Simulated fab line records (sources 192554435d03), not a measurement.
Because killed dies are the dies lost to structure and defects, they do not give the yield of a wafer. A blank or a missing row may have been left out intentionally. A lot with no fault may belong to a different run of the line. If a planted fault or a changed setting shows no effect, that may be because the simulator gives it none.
Split-lot experiment	flow n5 finfet	39 wafers read across 7 lots, on a route 1938 steps long

ON THE SPLIT
At N5_FIN_SAQP_ETCH_52 (etches SOC in N2/H2, target depth 100 nm, overetch 20 nm, time 150 s), the setting source w was moved away from the recipe's 840 W on 15 of the 39 wafers read, by -17.7% to +17.1%. For the rest of the wafers, this setting stayed at what the recipe calls for.

The reading comes from the split's own step.

THE READING
rf vpp V, in V, at N5_FIN_SAQP_ETCH_52 (etches SOC in N2/H2, target depth 100 nm, overetch 20 nm, time 150 s). A value of 523.2 V with a standard deviation of 1.3 V is what fault-free wafers of this fab line usually give.

wafer	tool, chamber at the split	source w as run, W	against the recipe	rf vpp V, V	against lot-mates on the recipe
L077.1	rie diel-01, 3	840	recipe	524.8	-
L077.2	rie diel-01, 2	691.5	-17.7%	559.0	+35.2
L077.3	rie diel-01, 1	840	recipe	524.1	-
L077.4	rie diel-01, 1	691.5	-17.7%	558.9	+35.1
L077.5	rie diel-01, 3	691.5	-17.7%	558.8	+35.0
L077.6	rie diel-01, 2	840	recipe	522.6	-
L079.1	rie diel-01, 2	840	recipe	524.3	-
L079.2	rie diel-01, 1	840	recipe	523.2	-
L079.3	rie diel-01, 3	840	recipe	523.8	-
L080.1	rie diel-05, 2	771.8	-8.1%	536.4	+13.3
L080.2	rie diel-05, 1	771.8	-8.1%	539.0	+15.9
L080.3	rie diel-05, 3	771.8	-8.1%	539.0	+15.9
L080.4	rie diel-05, 0	840	recipe	522.9	-
L080.5	rie diel-05, 0	840	recipe	523.0	-
L080.6	rie diel-05, 3	840	recipe	523.3	-
L083.1	rie diel-02, 2	840	recipe	524.9	-
L083.2	rie diel-02, 3	711.5	-15.3%	553.1	+29.0
L083.3	rie diel-02, 1	840	recipe	524.5	-
L083.4	rie diel-02, 0	840	recipe	522.9	-
L083.5	rie diel-02, 0	711.5	-15.3%	551.0	+26.9
L083.6	rie diel-02, 1	711.5	-15.3%	554.3	+30.2
L085.1	rie diel-05, 0	840	recipe	524.1	-
L085.2	rie diel-05, 1	840	recipe	522.3	-
L085.3	rie diel-05, 2	699	-16.8%	552.7	+29.4
L085.4	rie diel-05, 3	699	-16.8%	555.7	+32.4
L085.5	rie diel-05, 2	699	-16.8%	552.7	+29.4
L085.6	rie diel-05, 3	840	recipe	523.5	-
L091.1	rie diel-02, 3	840	recipe	525.0	-
L091.2	rie diel-02, 1	840	recipe	524.4	-
L091.3	rie diel-02, 0	984	+17.1%	494.7	-29.4
L091.4	rie diel-02, 2	984	+17.1%	496.5	-27.6
L091.5	rie diel-02, 2	840	recipe	523.0	-
L091.6	rie diel-02, 1	984	+17.1%	498.8	-25.3
L094.1	rie diel-01, 3	840	recipe	523.7	-
L094.2	rie diel-01, 1	840	recipe	524.4	-
L094.3	rie diel-01, 0	840	recipe	522.5	-
L094.4	rie diel-01, 0	840	recipe	521.0	-
L094.5	rie diel-01, 1	840	recipe	523.4	-
L094.6	rie diel-01, 3	840	recipe	524.5	-

THE FIT
A straight line over all 39 wafers: rf vpp V changes by -1.79 V for each +1% of source w; r = -0.99; the points scatter about the line by 1.8 V.
The same after taking each lot's own level away (the mean of its wafers on the recipe; 39 wafers): -1.8 V for each +1%; r = -1.00; scatter 1.6 V.
The reading moves by 32 V for the largest change in source w, on that fit.
The span of the lots' own levels, 523.07 to 524.13 V, comes to 0.8 times the standard deviation stated above.
The two slopes agree, so the slope changes little with the lot-to-lot level.
Check: +32.2 V against its lot-mates is what the line predicts for one of the wafers moved furthest among these (-17.7%) when that wafer is left out of the fit. Against them it came out at +35.2 V.
Tool readings at the split's step, against how far the setting was moved: rf vpp V r = -0.99.

THE WHOLE CHAIN: every reading that the file lists as answering this split, in the file's order
step	what it does	reading	change (the file's fit)	r (the file's)
N5_FIN_SAQP_ETCH_52	etches SOC in N2/H2, target depth 100 nm, overetch 20 nm, time 150 s	rf vpp V	-1.82 V for each +1% of the setting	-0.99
N5_FIN_SAQP_ETCH_52	etches SOC in N2/H2, target depth 100 nm, overetch 20 nm, time 150 s	SiARC_of_FIN_SAQP_COAT_50.thk nm (the simulator's own value, which no gauge read)	-0.0307 nm for each +1% of the setting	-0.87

THE FILE'S OWN FIT
rf vpp V changes by -1.82 V for each +1% of source w, r = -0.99.
